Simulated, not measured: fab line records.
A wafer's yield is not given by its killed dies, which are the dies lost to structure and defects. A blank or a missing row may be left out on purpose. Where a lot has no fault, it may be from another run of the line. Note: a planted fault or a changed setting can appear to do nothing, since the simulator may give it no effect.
Comparing a struck lot with a sound one + flow nand-harc + 15 out of 1159 route steps
Sound: these wafers, L211.3, L211.5, L211.6. Wafers struck: L224.1, L224.3, L224.4. The cause is given at the end.
At each step with rows: each side's tool, then ch and its chambers, then its first start. Under that, the readings that differ: sound wafers + struck wafers + difference of the means + sigmas: that difference in standard deviations of wafers without a fault.
alike: words and numbers the same on both sides, and readings whose means are apart by under 2 such deviations; not compared: readings that were withheld, readings missing a value for some wafer, numbers with overlapping values and no deviation given by the record, and bounds like >300 which may hide the same value.
The two part at a step that has a row with sigmas, a row that says differs or no value, or rows on one side only. Numbers that don't overlap but have no deviation are shown without sigmas and don't part them. A reading missing from all wafers of one side parts the sides only when that side holds two or more wafers.

NHARC_P_GATE_INSPECT_28:
  sound: defect-inspect-02 at day 4 17:32; struck: defect-inspect-01 at day 7 21:26
  alike: raw-defect-count
NHARC_P_GATE_DESCUM_31: chemistry O2, time 3 s.
  sound on rie-diel-06 ch 0,1,2, day 4 17:38; struck on rie-diel-11 ch 0,2,3, day 7 21:30
  alike: drypump-motor-current-A, oes-product-au, rf-vpp-V, showerhead-plenum-p-Torr, throttle-valve-pct
  not compared: rf-hours-counter-h
NHARC_P_GATE_ETCH_104: etches the open film in CF4/CHF3, target depth 60 nm.
  sound on rie-diel-06 ch 1,2, day 4 17:44; struck on rie-diel-11 ch 0,1,3, day 7 21:35
  alike: drypump-motor-current-A, oes-product-au, rf-vpp-V, showerhead-plenum-p-Torr, throttle-valve-pct
NHARC_P_GATE_HM_OPEN_105: chemistry O2/COS, target depth 360 nm.
  sound on rie-diel-06 ch 0,1; struck on rie-diel-11 ch 0,1,2
  alike: cos-flow-sccm, drypump-motor-current-A, oes-product-au, rf-vpp-V, showerhead-plenum-p-Torr, throttle-valve-pct
  not compared: rf-hours-counter-h
then, 3 steps without rows for these wafers: NHARC_P_GATE_STRIP_106 (strips in O2/COS); NHARC_P_GATE_ETCH_114 (etches the open film in CF4/O2, target depth 30 nm, overetch 3 nm, time 16.5 s); NHARC_P_GATE_ETCH_32 (etches the open film in HBr/Cl2, target depth 150 nm, time 100.1 s).
NHARC_P_GATE_STRIP_108: strips in O2.
  sound on rie-diel-06 ch 0,2,3, day 4 18:34; struck on rie-diel-09 ch 0,1,3, day 7 22:07
| reading      | sound          | struck         | difference | sigmas |
|--------------|----------------|----------------|------------|--------|
| rf-vpp-V (V) | 56.3 56.7 57.9 | 60.1 58.0 59.0 | +2.1       | +2     |
  alike: drypump-motor-current-A, oes-product-au, showerhead-plenum-p-Torr, throttle-valve-pct
  not compared: rf-hours-counter-h
NHARC_P_GATE_CD_MEAS_33:
  sound: cd-sem-01 at day 4 18:43; struck: cd-sem-01 at day 7 22:17
  alike: cd-nm
then, 3 steps without rows for these wafers: NHARC_P_GATE_STRIP_35 (strips in SPM, time 600 s); NHARC_P_GATE_PRECLEAN_73 (cleans in SC1); NHARC_P_GATE_SRD_74.
NHARC_P_GATE_ALD_36: deposits SiNx, target thk 20 nm, pulse time 60 s, ald cycles 223.
  sound on ald-sin-02 ch 0,1, day 4 20:16; struck on ald-sin-01 ch 0,2,3, day 7 23:47
| reading    | sound       | struck      | difference | sigmas |
|------------|-------------|-------------|------------|--------|
| ald-cycles | 223 223 223 | 208 208 208 | -15        |        |
  alike: heater-power-w, precursor-pulse-height-rel
NHARC_P_GATE_ETCHBACK_37: etches the open film in CHF3/O2, target depth 34.5 nm, time 17.2 s.
  sound on rie-diel-11 ch 0,1; struck on rie-diel-11 ch 0,1,3
| reading               | sound          | struck         | difference | sigmas |
|-----------------------|----------------|----------------|------------|--------|
| oes-product-au (a.u.) | 1.01 1.00 1.00 | 0.93 0.93 0.92 | -0.08      | -2     |
  alike: drypump-motor-current-A, rf-vpp-V, showerhead-plenum-p-Torr, throttle-valve-pct
  not compared: rf-hours-counter-h
-- jump in the record: it breaks off in module P_GATE and resumes in module END (first step shown: number 1159 of the route), and 14 days separate the struck wafers' starts before and after --
NHARC_END_SORT_01:
  the record has rows for the struck wafers here (prober-01 ch 0, day 22 06:04) and none for the sound ones

WHERE THEY PART
Last at NHARC_END_SORT_01 as far as this record goes, first at NHARC_P_GATE_STRIP_108.

WHY: what had been put in by the simulator
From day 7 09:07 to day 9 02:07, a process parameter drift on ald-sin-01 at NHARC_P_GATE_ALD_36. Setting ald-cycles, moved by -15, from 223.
